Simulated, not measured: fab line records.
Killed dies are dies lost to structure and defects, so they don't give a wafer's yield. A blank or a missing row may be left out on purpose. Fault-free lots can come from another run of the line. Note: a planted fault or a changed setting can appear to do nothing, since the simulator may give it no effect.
Matching of chambers | flow n5_finfet | rie_diel-05 running N5_FIN_SAQP_ETCH_52: 4 sister chambers
The step etches SOC in N2/H2, target depth 100 nm, overetch 20 nm, time 150 s. 14 wafers are shown with their chamber, then 7 later ones without.

== EACH WAFER AND ITS CHAMBER ==
wafer  | chamber | showerhead_plenum_p_Torr (Torr) | drypump_motor_current_A (A) | throttle_valve_pct (%)
L075.1 | 2       | 2.41                            | 5.8                         | 18.02
L075.4 | 1       | 2.37                            | 5.4                         | 17.90
L075.5 | 0       | 2.67                            | 5.5                         | 17.56
L076.1 | 2       | 2.41                            | 5.8                         | 18.05
L076.5 | 0       | 2.66                            | 5.5                         | 17.56
L076.6 | 1       | 2.36                            | 5.4                         | 17.90
L079.3 | 0       | 2.66                            | 5.5                         | 17.57
L079.4 | 3       | 2.64                            | 6.3                         | 18.04
L079.6 | 1       | 2.36                            | 5.5                         | 17.92
L086.1 | 0       | 2.66                            | 5.5                         | 17.61
L086.4 | 2       | 2.40                            | 5.8                         | 18.08
L086.5 | 0       | 2.66                            | 5.6                         | 17.62
L090.1 | 0       | 2.65                            | 5.6                         | 17.60
L090.4 | 1       | 2.35                            | 5.4                         | 17.96

SIGNATURES (means of the wafers above)
reading                  | chamber 0 | chamber 1 | chamber 2 | chamber 3 | scatter within a chamber
showerhead_plenum_p_Torr | 2.6600    | 2.3600    | 2.4067    | 2.6400    | 0.00683
drypump_motor_current_A  | 5.533     | 5.425     | 5.800     | 6.300     | 0.0456
throttle_valve_pct       | 17.5867   | 17.9200   | 18.0500   | 18.0400   | 0.0278
Rule: a wafer's distance from a chamber is the root of the sum, over the readings, of the square of ((its reading less the chamber's mean) divided by the reading's scatter). The wafer belongs to the nearest chamber; if the next one is less than 2 further off, it can't be placed. The scatter is the square root of a quotient: the sum, over the shown wafers, of each reading's squared deviation from its chamber's mean, divided by wafers minus chambers.

== WAFERS WITHOUT THEIR CHAMBER ==
wafer  | showerhead_plenum_p_Torr (Torr) | drypump_motor_current_A (A) | throttle_valve_pct (%)
L090.5 | 2.65                            | 5.6                         | 17.59
L092.1 | 2.35                            | 5.4                         | 17.96
L092.3 | 2.65                            | 5.6                         | 17.62
L092.5 | 2.65                            | 5.6                         | 17.63
L096.1 | 2.35                            | 5.4                         | 17.99
L096.2 | 2.72                            | 5.9                         | 17.65
L096.3 | 2.62                            | 6.3                         | 18.10

== WHICH CHAMBER EACH WENT THROUGH ==
wafer  | from the rows above | in truth
L090.5 | 0                   | 0
L092.1 | 1                   | 1
L092.3 | 0                   | 0
L092.5 | 0                   | 0
L096.1 | 1                   | 1
L096.2 | 0                   | 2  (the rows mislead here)
L096.3 | 3                   | 3
Placed correctly: 6 of 7. Not placeable from these rows: 0. Number placed wrongly: 1.
